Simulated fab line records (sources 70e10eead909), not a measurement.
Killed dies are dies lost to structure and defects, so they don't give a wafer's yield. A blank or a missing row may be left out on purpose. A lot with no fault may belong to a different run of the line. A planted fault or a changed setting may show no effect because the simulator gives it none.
Which tool was responsible? | flow nand-harc | 72 wafers from 24 lots sampled at 6 of the route's 1302 steps

== WHAT THE GAUGES READ, wafer by wafer ==
The record holds no reading of a measuring or inspecting step that can be judged against a usual standard deviation.

== TOOL THAT RAN EACH LOT (tool first, then ch and the chambers of the sampled wafers, then the start) ==
lot  | NHARC_A_STAIRCASE_ETCH_230                    | NHARC_A_STAIRCASE_STRIP_238          | NHARC_A_STAIRCASE_ETCH_253         | NHARC_A_STAIRCASE_STRIP_254          | NHARC_A_STAIRCASE_DESCUM_270       | NHARC_A_STAIRCASE_HM_DEP_459
L074 | rie-diel-11 ch 0,2, day 16 06:31 or earlier   | plasma-asher-01 ch 0,1, day 16 06:31 | rie-diel-13 ch 0,3, day 16 08:07   | plasma-asher-02 ch 0,1, day 16 08:15 | rie-diel-13 ch 0,1,2, day 16 11:53 | acl-dep-02 ch 0, day 16 15:28
L075 | rie-diel-04 ch 1,2,3, day 16 15:11 or earlier | plasma-asher-02 ch 0,1, day 16 15:11 | rie-diel-13 ch 0,2, day 16 16:47   | plasma-asher-01 ch 0, day 16 16:55   | rie-diel-04 ch 0,3, day 16 23:34   | acl-dep-03 ch 0, day 17 06:33
L076 | rie-diel-04 ch 0,1,3, day 17 08:51 or earlier | plasma-asher-02 ch 0,1, day 17 08:51 | rie-diel-13 ch 1,2,3, day 17 10:29 | plasma-asher-02 ch 0,1, day 17 10:34 | rie-diel-13 ch 0,1,3, day 17 14:37 | acl-dep-03 ch 0, day 17 17:59
L077 | rie-diel-04 ch 0,2, day 17 09:55 or earlier   | plasma-asher-01 ch 0, day 17 09:55   | rie-diel-13 ch 2,3, day 17 11:28   | plasma-asher-01 ch 0, day 17 11:37   | rie-diel-11 ch 0,1,3, day 17 16:56 | acl-dep-03 ch 0, day 17 20:15
L078 | rie-diel-13 ch 0,1,3, day 17 20:17 or earlier | plasma-asher-02 ch 0,1, day 17 20:17 | rie-diel-13 ch 0,3, day 17 22:01   | plasma-asher-02 ch 0,1, day 17 22:08 | rie-diel-04 ch 1,3, day 18 01:46   | acl-dep-03 ch 0, day 18 05:05
L080 | rie-diel-04 ch 1,2,3, day 18 22:05 or earlier | plasma-asher-01 ch 0,1, day 18 22:05 | rie-diel-11 ch 1,2,3, day 18 23:35 | plasma-asher-01 ch 0,1, day 18 23:47 | rie-diel-04 ch 1,2, day 19 03:26   | acl-dep-03 ch 0, day 19 07:26
L079 | rie-diel-13 ch 0,2,3, day 18 23:27 or earlier | plasma-asher-01 ch 0,1, day 18 23:27 | rie-diel-04 ch 2,3, day 19 01:00   | plasma-asher-01 ch 0,1, day 19 01:05 | rie-diel-13 ch 2,3, day 19 05:17   | acl-dep-03 ch 0, day 19 10:16
L081 | rie-diel-13 ch 2,3, day 19 08:25 or earlier   | plasma-asher-01 ch 0,1, day 19 08:25 | rie-diel-04 ch 1,2,3, day 19 10:02 | plasma-asher-02 ch 0,1, day 19 10:07 | rie-diel-11 ch 0,1, day 19 15:05   | acl-dep-02 ch 0, day 19 22:25
L082 | rie-diel-13 ch 2,3, day 19 16:50 or earlier   | plasma-asher-01 ch 0,1, day 19 16:50 | rie-diel-04 ch 0,1, day 19 18:29   | plasma-asher-02 ch 0,1, day 19 18:37 | rie-diel-11 ch 0,1, day 19 23:19   | acl-dep-01 ch 0, day 20 03:55
L083 | rie-diel-13 ch 0,2,3, day 20 02:11 or earlier | plasma-asher-01 ch 1, day 20 02:11   | rie-diel-13 ch 0,2, day 20 03:47   | plasma-asher-02 ch 0,1, day 20 03:55 | rie-diel-04 ch 0,3, day 20 08:11   | acl-dep-01 ch 0, day 20 11:21
L084 | rie-diel-04 ch 1,2,3, day 20 12:32 or earlier | plasma-asher-02 ch 0,1, day 20 12:32 | rie-diel-04 ch 2,3, day 20 14:04   | plasma-asher-02 ch 0,1, day 20 14:14 | rie-diel-13 ch 2,3, day 20 20:41   | acl-dep-01 ch 0, day 21 00:44
L085 | rie-diel-13 ch 0,1,2, day 20 13:22 or earlier | plasma-asher-02 ch 0,1, day 20 13:22 | rie-diel-11 ch 1,2,3, day 20 15:01 | plasma-asher-02 ch 0, day 20 15:08   | rie-diel-04 ch 1,2,3, day 20 21:01 | acl-dep-03 ch 0, day 21 00:41
L087 | rie-diel-11 ch 0,1, day 21 02:06 or earlier   | plasma-asher-02 ch 0,1, day 21 02:06 | rie-diel-13 ch 0,1,2, day 21 03:30 | plasma-asher-02 ch 0,1, day 21 03:40 | rie-diel-11 ch 0,1, day 21 07:51   | acl-dep-01 ch 0, day 21 11:31
L086 | rie-diel-13 ch 0,2, day 21 03:44 or earlier   | plasma-asher-01 ch 0,1, day 21 03:44 | rie-diel-13 ch 0,2, day 21 05:13   | plasma-asher-01 ch 0,1, day 21 05:18 | rie-diel-11 ch 0,1,2, day 21 09:35 | acl-dep-02 ch 0, day 21 14:02
L088 | rie-diel-13 ch 1,2,3, day 22 01:38 or earlier | plasma-asher-01 ch 0,1, day 22 01:38 | rie-diel-13 ch 1,3, day 22 03:08   | plasma-asher-01 ch 0,1, day 22 03:21 | rie-diel-13 ch 0,2, day 22 06:55   | acl-dep-01 ch 0, day 22 11:37
L089 | rie-diel-04 ch 0,1, day 22 18:50 or earlier   | plasma-asher-02 ch 0,1, day 22 18:50 | rie-diel-04 ch 2,3, day 22 20:24   | plasma-asher-02 ch 0,1, day 22 20:39 | rie-diel-11 ch 1,2,3, day 23 00:11 | acl-dep-03 ch 0, day 23 05:02
L090 | rie-diel-11 ch 1,3, day 22 19:26 or earlier   | plasma-asher-02 ch 0,1, day 22 19:26 | rie-diel-04 ch 0,2,3, day 22 21:02 | plasma-asher-02 ch 0,1, day 22 21:13 | rie-diel-13 ch 0,1,3, day 23 03:58 | acl-dep-01 ch 0, day 23 07:01
L092 | rie-diel-11 ch 2,3, day 23 21:42 or earlier   | plasma-asher-01 ch 0,1, day 23 21:42 | rie-diel-04 ch 0,3, day 23 23:24   | plasma-asher-02 ch 0,1, day 23 23:30 | rie-diel-11 ch 1,2,3, day 24 03:15 | acl-dep-02 ch 0, day 24 10:49
L091 | rie-diel-04 ch 0,1,3, day 23 22:17 or earlier | plasma-asher-02 ch 1, day 23 22:17   | rie-diel-04 ch 0,3, day 23 23:55   | plasma-asher-02 ch 0,1, day 24 00:00 | rie-diel-04 ch 0,1, day 24 03:41   | acl-dep-03 ch 0, day 24 10:32
L093 | rie-diel-13 ch 0,2,3, day 24 08:35 or earlier | plasma-asher-02 ch 0,1, day 24 08:35 | rie-diel-13 ch 0,1,3, day 24 10:18 | plasma-asher-01 ch 0,1, day 24 10:26 | rie-diel-13 ch 0,2,3, day 24 14:53 | acl-dep-01 ch 0, day 24 20:04
L095 | rie-diel-11 ch 0,1,3, day 25 13:18 or earlier | plasma-asher-01 ch 0,1, day 25 13:18 | rie-diel-04 ch 0,1,3, day 25 14:53 | plasma-asher-02 ch 0,1, day 25 14:59 | rie-diel-13 ch 0,3, day 25 19:55   | acl-dep-01 ch 0, day 25 23:04
L094 | rie-diel-04 ch 0,1,3, day 25 15:40 or earlier | plasma-asher-01 ch 0,1, day 25 15:40 | rie-diel-04 ch 0,1,3, day 25 17:16 | plasma-asher-02 ch 0,1, day 25 17:22 | rie-diel-13 ch 1,3, day 25 23:07   | acl-dep-01 ch 0, day 26 04:08
L096 | rie-diel-11 ch 0,2,3, day 25 20:53 or earlier | plasma-asher-01 ch 0,1, day 25 20:53 | rie-diel-11 ch 0,1,2, day 25 22:27 | plasma-asher-02 ch 0,1, day 25 22:35 | rie-diel-04 ch 0,2,3, day 26 03:25 | acl-dep-03 ch 0, day 26 06:35
L097 | rie-diel-11 ch 1,2, day 26 07:14 or earlier   | plasma-asher-01 ch 0,1, day 26 07:14 | rie-diel-04 ch 0,1,2, day 26 08:42 | plasma-asher-01 ch 0,1, day 26 08:49 | rie-diel-04 ch 0,2,3, day 26 16:53 | acl-dep-02 ch 0, day 26 20:54
- NHARC_A_STAIRCASE_ETCH_230: etches the open film in C4F8/O2, target depth 100 nm, time 40.5 s.
- NHARC_A_STAIRCASE_STRIP_238: strips in O2.
- NHARC_A_STAIRCASE_ETCH_253: etches the open film in C4F8/O2, target depth 50 nm, time 20.2 s.
- NHARC_A_STAIRCASE_STRIP_254: strips in O2.
- NHARC_A_STAIRCASE_DESCUM_270: chemistry O2, time 3 s.
- NHARC_A_STAIRCASE_HM_DEP_459: deposits aC, target thk 1500 nm.

== AS READ BY THE TOOLS THEMSELVES (means over the sampled wafers that have a number; for cases with no such wafer, the mark the record gives instead) ==
NHARC_A_STAIRCASE_ETCH_230.
lot  | tool        | oes-product-au (a.u.) | rf-vpp-V (V)
L074 | rie-diel-11 | 0.945                 | 897
L075 | rie-diel-04 | 0.974                 | 892
L076 | rie-diel-04 | 0.964                 | 895
L077 | rie-diel-04 | 0.970                 | 890
L078 | rie-diel-13 | 0.954                 | 895
L080 | rie-diel-04 | 0.920                 | 893
L079 | rie-diel-13 | 0.966                 | 894
L081 | rie-diel-13 | 0.939                 | 895
L082 | rie-diel-13 | 0.933                 | 890
L083 | rie-diel-13 | 0.951                 | 893
L084 | rie-diel-04 | 0.933                 | 892
L085 | rie-diel-13 | 0.951                 | 899
L087 | rie-diel-11 | 0.967                 | 901
L086 | rie-diel-13 | 0.968                 | 898
L088 | rie-diel-13 | 0.941                 | 898
L089 | rie-diel-04 | 0.955                 | 899
L090 | rie-diel-11 | 0.945                 | 899
L092 | rie-diel-11 | 0.953                 | 902
L091 | rie-diel-04 | 0.959                 | 895
L093 | rie-diel-13 | 0.954                 | 899
L095 | rie-diel-11 | 0.938                 | 900
L094 | rie-diel-04 | 0.943                 | 893
L096 | rie-diel-11 | 0.919                 | 903
L097 | rie-diel-11 | 0.937                 | 894

NHARC_A_STAIRCASE_STRIP_238.
lot  | tool            | drypump-motor-current-A (A) | heater-power-w (W)
L074 | plasma-asher-01 | 5.9                         | 306
L075 | plasma-asher-02 | 5.7                         | 362
L076 | plasma-asher-02 | 5.7                         | 353
L077 | plasma-asher-01 | 6.3                         | 316
L078 | plasma-asher-02 | 5.7                         | 358
L080 | plasma-asher-01 | 5.6                         | 302
L079 | plasma-asher-01 | 6.0                         | 308
L081 | plasma-asher-01 | 5.6                         | 298
L082 | plasma-asher-01 | 5.6                         | 301
L083 | plasma-asher-01 | 5.3                         | 284
L084 | plasma-asher-02 | 5.6                         | 384
L085 | plasma-asher-02 | 5.7                         | 360
L087 | plasma-asher-02 | 5.5                         | 381
L086 | plasma-asher-01 | 6.0                         | 307
L088 | plasma-asher-01 | 6.0                         | 302
L089 | plasma-asher-02 | 5.7                         | 357
L090 | plasma-asher-02 | 5.5                         | 378
L092 | plasma-asher-01 | 5.6                         | 304
L091 | plasma-asher-02 | 5.4                         | 400
L093 | plasma-asher-02 | 5.7                         | 351
L095 | plasma-asher-01 | 6.0                         | 308
L094 | plasma-asher-01 | 6.0                         | 308
L096 | plasma-asher-01 | 5.6                         | 304
L097 | plasma-asher-01 | 5.9                         | 308

NHARC_A_STAIRCASE_ETCH_253.
lot  | tool        | oes-product-au (a.u.) | rf-vpp-V (V)
L074 | rie-diel-13 | 0.981                 | 890
L075 | rie-diel-13 | 0.978                 | 897
L076 | rie-diel-13 | 0.956                 | 898
L077 | rie-diel-13 | 0.977                 | 891
L078 | rie-diel-13 | 0.971                 | 893
L080 | rie-diel-11 | 0.963                 | 899
L079 | rie-diel-04 | 0.971                 | 888
L081 | rie-diel-04 | 0.921                 | 892
L082 | rie-diel-04 | 0.969                 | 899
L083 | rie-diel-13 | 0.968                 | 897
L084 | rie-diel-04 | 0.956                 | 887
L085 | rie-diel-11 | 0.944                 | 900
L087 | rie-diel-13 | 0.957                 | 900
L086 | rie-diel-13 | 0.946                 | 897
L088 | rie-diel-13 | 0.967                 | 892
L089 | rie-diel-04 | 0.959                 | 888
L090 | rie-diel-04 | 0.970                 | 890
L092 | rie-diel-04 | 0.965                 | 894
L091 | rie-diel-04 | 0.949                 | 890
L093 | rie-diel-13 | 0.944                 | 902
L095 | rie-diel-04 | 0.942                 | 895
L094 | rie-diel-04 | 0.920                 | 895
L096 | rie-diel-11 | 0.966                 | 899
L097 | rie-diel-04 | 0.971                 | 900

NHARC_A_STAIRCASE_STRIP_254.
lot  | tool            | drypump-motor-current-A (A) | heater-power-w (W)
L074 | plasma-asher-02 | 5.7                         | 359
L075 | plasma-asher-01 | 6.3                         | 316
L076 | plasma-asher-02 | 5.7                         | 359
L077 | plasma-asher-01 | 6.3                         | 318
L078 | plasma-asher-02 | 5.5                         | 372
L080 | plasma-asher-01 | 5.9                         | 310
L079 | plasma-asher-01 | 6.0                         | 310
L081 | plasma-asher-02 | 5.7                         | 353
L082 | plasma-asher-02 | 5.5                         | 383
L083 | plasma-asher-02 | 5.7                         | 352
L084 | plasma-asher-02 | 5.5                         | 375
L085 | plasma-asher-02 | 5.8                         | 331
L087 | plasma-asher-02 | 5.5                         | 374
L086 | plasma-asher-01 | 6.0                         | 305
L088 | plasma-asher-01 | 6.0                         | 309
L089 | plasma-asher-02 | 5.5                         | 386
L090 | plasma-asher-02 | 5.5                         | 381
L092 | plasma-asher-02 | 5.6                         | 357
L091 | plasma-asher-02 | 5.5                         | 380
L093 | plasma-asher-01 | 5.6                         | 307
L095 | plasma-asher-02 | 5.5                         | 381
L094 | plasma-asher-02 | 5.5                         | 376
L096 | plasma-asher-02 | 5.7                         | 353
L097 | plasma-asher-01 | 6.0                         | 313

NHARC_A_STAIRCASE_DESCUM_270.
lot  | tool        | drypump-motor-current-A (A) | oes-product-au (a.u.) | rf-vpp-V (V) | showerhead-plenum-p-Torr (Torr) | throttle-valve-pct (%)
L074 | rie-diel-13 | 5.6                         | 1.010                 | 58.6         | 1.98                            | 11.309
L075 | rie-diel-04 | 5.6                         | 0.991                 | 57.7         | 1.85                            | 11.314
L076 | rie-diel-13 | 5.9                         | 0.992                 | 57.1         | 1.92                            | 11.312
L077 | rie-diel-11 | 5.5                         | 0.998                 | 57.8         | 1.88                            | 11.310
L078 | rie-diel-04 | 5.1                         | 0.984                 | 57.7         | 1.86                            | 11.309
L080 | rie-diel-04 | 5.1                         | 1.019                 | 57.7         | 1.91                            | 11.308
L079 | rie-diel-13 | 6.1                         | 1.009                 | 57.9         | 1.84                            | 11.311
L081 | rie-diel-11 | 5.7                         | 0.989                 | 58.1         | 1.92                            | 11.309
L082 | rie-diel-11 | 5.7                         | 0.996                 | 57.2         | 1.92                            | 11.309
L083 | rie-diel-04 | 5.9                         | 0.993                 | 57.5         | 1.88                            | 11.309
L084 | rie-diel-13 | 5.9                         | 1.006                 | 57.3         | 1.90                            | 11.303
L085 | rie-diel-04 | 5.2                         | 1.006                 | 57.8         | 1.84                            | 11.319
L087 | rie-diel-11 | 5.7                         | 0.994                 | 57.6         | 1.99                            | 11.312
L086 | rie-diel-11 | 5.7                         | 0.990                 | 58.0         | 1.98                            | 11.311
L088 | rie-diel-13 | 5.8                         | 0.998                 | 57.4         | 1.94                            | 11.310
L089 | rie-diel-11 | 5.6                         | 0.994                 | 58.0         | 1.96                            | 11.314
L090 | rie-diel-13 | 5.9                         | 0.997                 | 57.9         | 2.00                            | 11.308
L092 | rie-diel-11 | 5.6                         | 1.001                 | 57.1         | 1.96                            | 11.307
L091 | rie-diel-04 | 5.9                         | 1.000                 | 58.1         | 1.94                            | 11.321
L093 | rie-diel-13 | 6.0                         | 1.002                 | 58.5         | 1.97                            | 11.313
L095 | rie-diel-13 | 6.2                         | 1.013                 | 57.8         | 1.95                            | 11.318
L094 | rie-diel-13 | 5.5                         | 0.993                 | 59.2         | 2.05                            | 11.316
L096 | rie-diel-04 | 5.6                         | 0.991                 | 58.3         | 1.93                            | 11.306
L097 | rie-diel-04 | 5.6                         | 0.998                 | 57.9         | 1.92                            | 11.307

NHARC_A_STAIRCASE_HM_DEP_459.
lot  | tool       | throttle-valve-pct (%)
L074 | acl-dep-02 | 34.999
L075 | acl-dep-03 | 35.008
L076 | acl-dep-03 | 35.001
L077 | acl-dep-03 | 34.998
L078 | acl-dep-03 | 35.003
L080 | acl-dep-03 | 35.000
L079 | acl-dep-03 | 35.007
L081 | acl-dep-02 | 35.003
L082 | acl-dep-01 | 34.997
L083 | acl-dep-01 | 34.998
L084 | acl-dep-01 | 35.002
L085 | acl-dep-03 | 35.005
L087 | acl-dep-01 | 35.000
L086 | acl-dep-02 | 35.004
L088 | acl-dep-01 | 34.996
L089 | acl-dep-03 | 35.014
L090 | acl-dep-01 | 34.996
L092 | acl-dep-02 | 34.997
L091 | acl-dep-03 | 34.999
L093 | acl-dep-01 | 34.999
L095 | acl-dep-01 | 34.995
L094 | acl-dep-01 | 34.996
L096 | acl-dep-03 | 35.010
L097 | acl-dep-02 | 35.004

== THE ANSWER, worked out from the rows above alone ==
Rule: usual is defined by the lots themselves. Put in order of their means at a reading, lots are off if they are a third of the lots or fewer, leave a main group of 4 or more, and stand apart from it by a gap of 3 or more times the standard deviation of the main group's means; of several such gaps the widest counts. A main group is skipped when, at the precision printed for the reading in the tables above, its means are all equal. A lot without any number at a reading at which 4 lots or more have one is off too. The other lots that the step has rows for count as sound. First the gauges in route order, then the tools' own readings, where a lot's mean is used as printed above. At the first step where some lot is off, the reading lying furthest off is the one used; lots without a number count as furthest.
Across all readings shown, no lot is off: no conclusion can be drawn from this.

== WHAT THE SIMULATOR PUT IN ==
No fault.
